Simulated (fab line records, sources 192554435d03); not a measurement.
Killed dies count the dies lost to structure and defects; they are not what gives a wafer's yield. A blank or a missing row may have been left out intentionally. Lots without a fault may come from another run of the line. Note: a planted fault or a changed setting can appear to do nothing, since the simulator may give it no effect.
A single fault, viewed from 2 desks -- flow n5Finfet -- numbers are kept per desk, each desk with only its own; the story behind them comes last

## FROM THE METROLOGY DESK
What the gauges read for every lot (on any tool): the sampled wafers with a number, averaged. A lot is out of limits, marked OUT, if its mean lies more than 4 standard deviations from the usual mean; the brackets give that distance. Readings shown: 7 out of 11 (the first out of limits, and those lying furthest out on some lot).
Columns: A = DIBL_P at N5_BEOL_M4_RC_MEAS_101, usual 35.9 mV/V; B = IOFF_N at N5_BEOL_M4_RC_MEAS_101, usual 0.16 nA/um; C = IOFF_P at N5_BEOL_M4_RC_MEAS_101, usual 0.21 nA/um; D = ION_P at N5_BEOL_M4_RC_MEAS_101, usual 463 uA/um; E = RS_PWELL at N5_BEOL_M4_RC_MEAS_101, usual 3007 ohm/sq; F = SS_P at N5_BEOL_M4_RC_MEAS_101, usual 73.2 mV/dec; G = VT_N at N5_BEOL_M4_RC_MEAS_101, usual 250 mV
lot,first seen here,A,B,C,D,E,F,G
L419,day 7 20:41,33.0,0.12,0.18,461,3008,72.4,253
L421,day 8 00:55,36.0,0.15,0.19,458,3042,73.0,251
L422,day 9 02:25,35.2,0.14,0.17,449,2989,73.4,250
L424,day 9 03:22,35.7,0.16,0.20,461,3018,73.4,249
L430,day 10 14:30,34.5,0.14,0.23,465,3044,73.4,251
L433,day 11 07:28,36.2,0.16,0.24,470,3036,73.2,249
L431,day 11 07:55,35.7,0.15,0.19,461,2980,73.0,248
L440,day 13 02:10,33.8,0.14,0.22,464,3256 (+10) OUT,73.0,252
L439,day 13 05:34,36.3,0.16,0.21,464,3316 (+13) OUT,73.5,250
L441,day 13 18:15,38.0,0.19,0.23,465,3285 (+12) OUT,73.9,245
This desk finds L439, L440, L441 out of limits, with the earliest case on L440 at day 13 02:10 (RS_PWELL at N5_BEOL_M4_RC_MEAS_101). Within limits: L419, L421, L422, L424, L430, L433, L431.

## AT THE TOOL OWNER'S DESK: implanter-02
For each lot that ran on this tool, the mean over its sampled wafers that have a number, from the tool's own readings at N5_WELL_APT_IMPLANT_31. A lot is out of limits, marked OUT, if its mean lies more than 4 standard deviations from the usual mean; the brackets give that distance.
Columns: A = beamEnergyKeV at N5_WELL_APT_IMPLANT_31, usual 60.001
lot,first seen here,A
L422,day 2 09:17,59.981
L433,day 5 03:47,60.005
L439,day 6 15:22,48.596 (-99 or more) OUT
L440,day 6 21:01,48.596 (-99 or more) OUT
L441,day 7 04:20,48.582 (-99 or more) OUT
Finding of this desk: L439, L440, L441 out of limits; the first was L439 at day 6 15:22, on beamEnergyKeV at N5_WELL_APT_IMPLANT_31. Within limits: L422, L433.

## ALL TOGETHER
The tool owner's desk had the chance to raise an alarm at day 6 15:22 on L439, L440, L441.
An alarm was possible from the metrology desk at day 13 02:10, on L439, L440, L441.
The lots listed all ran N5_WELL_APT_IMPLANT_31 on implanter-02.

## WHAT THE SIMULATOR PUT IN
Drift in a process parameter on implanter-02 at N5_WELL_APT_IMPLANT_31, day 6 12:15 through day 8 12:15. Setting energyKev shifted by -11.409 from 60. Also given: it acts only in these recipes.
Shown lots that were struck: L439, L440, L441.
Hours from the fault's start to each desk's first reading out of limits: the tool owner's desk, 3; the metrology desk, 158.
